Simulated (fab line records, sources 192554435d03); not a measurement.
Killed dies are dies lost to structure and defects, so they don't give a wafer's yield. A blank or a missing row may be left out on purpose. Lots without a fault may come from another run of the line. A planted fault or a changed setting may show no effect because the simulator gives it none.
One fault seen from 3 desks | flow n5_finfet | each desk has only its own numbers; what lay behind them comes last

THE METROLOGY DESK
What the gauges read, lot by lot, whatever tool the lot ran on: means of the sampled wafers that have a number. A lot is out of limits, marked OUT, if its mean lies more than 4 standard deviations from the usual mean; the brackets give that distance.
Columns: A = cd_nm at N5_BEOL_M13_CD_MEAS_28, usual 209.6 nm; B = M13_OVL at N5_BEOL_M13_OVL_MEAS_29, usual -3 nm
lot  | first seen here | A     | B
L662 | day 12 21:46    | 211.1 | -6
L661 | day 12 23:44    | 209.3 | -5
L663 | day 13 18:50    | 208.0 | -5
L664 | day 13 23:20    | 209.0 | 2
L666 | day 13 23:46    | 209.0 | -2
L656 | day 16 22:20    | 209.7 | -4
This desk's finding: nothing out of limits on any of the 6 lots.

THE DEFECT DESK
What the inspections along the route counted, lot by lot: means of the sampled wafers that have a number. A lot is out of limits, marked OUT, if its mean lies more than 4 standard deviations from the usual mean; the brackets give that distance.
Columns: A = raw_defect_count at N5_BEOL_M13_INSPECT_30, usual 2.1
lot  | first seen here | A
L662 | day 12 21:49    | 2.7
L661 | day 12 23:47    | 3.0
L663 | day 13 18:54    | 3.3
L664 | day 13 23:23    | 1.7
L666 | day 13 23:49    | 1.3
L656 | day 16 22:23    | 1.3
This desk's finding: nothing out of limits on any of the 6 lots.

THE TOOL OWNER'S DESK: rie_diel-04
The tool's own readings at N5_BEOL_M13_ETCH_68 (etches SOC in N2/H2, time 355 s): means of the sampled wafers that have a number, for each lot that ran on this tool. A lot is out of limits, marked OUT, if its mean lies more than 4 standard deviations from the usual mean; the brackets give that distance.
Columns: A = drypump_motor_current_A at N5_BEOL_M13_ETCH_68, usual 5.5 A; B = oes_product_au at N5_BEOL_M13_ETCH_68, usual 0.78 a.u.; C = rf_vpp_V at N5_BEOL_M13_ETCH_68, usual 524.8 V; D = showerhead_plenum_p_Torr at N5_BEOL_M13_ETCH_68, usual 2.58 Torr; E = throttle_valve_pct at N5_BEOL_M13_ETCH_68, usual 17.91 %
lot  | first seen here | A   | B    | C     | D    | E
L662 | day 12 22:07    | 5.2 | 0.82 | 526.2 | 2.60 | 17.76
L661 | day 13 00:19    | 5.1 | 0.90 | 524.0 | 2.56 | 17.80
L663 | day 13 19:10    | 5.3 | 0.81 | 524.5 | 2.57 | 17.77
L666 | day 14 00:02    | 5.3 | 0.67 | 526.1 | 2.62 | 17.74
This desk's finding: nothing out of limits on any of the 4 lots.

PUT TOGETHER
The metrology desk saw nothing out of limits.
The defect desk saw nothing out of limits.
The tool owner's desk saw nothing out of limits.

WHAT THE SIMULATOR HAD PUT IN
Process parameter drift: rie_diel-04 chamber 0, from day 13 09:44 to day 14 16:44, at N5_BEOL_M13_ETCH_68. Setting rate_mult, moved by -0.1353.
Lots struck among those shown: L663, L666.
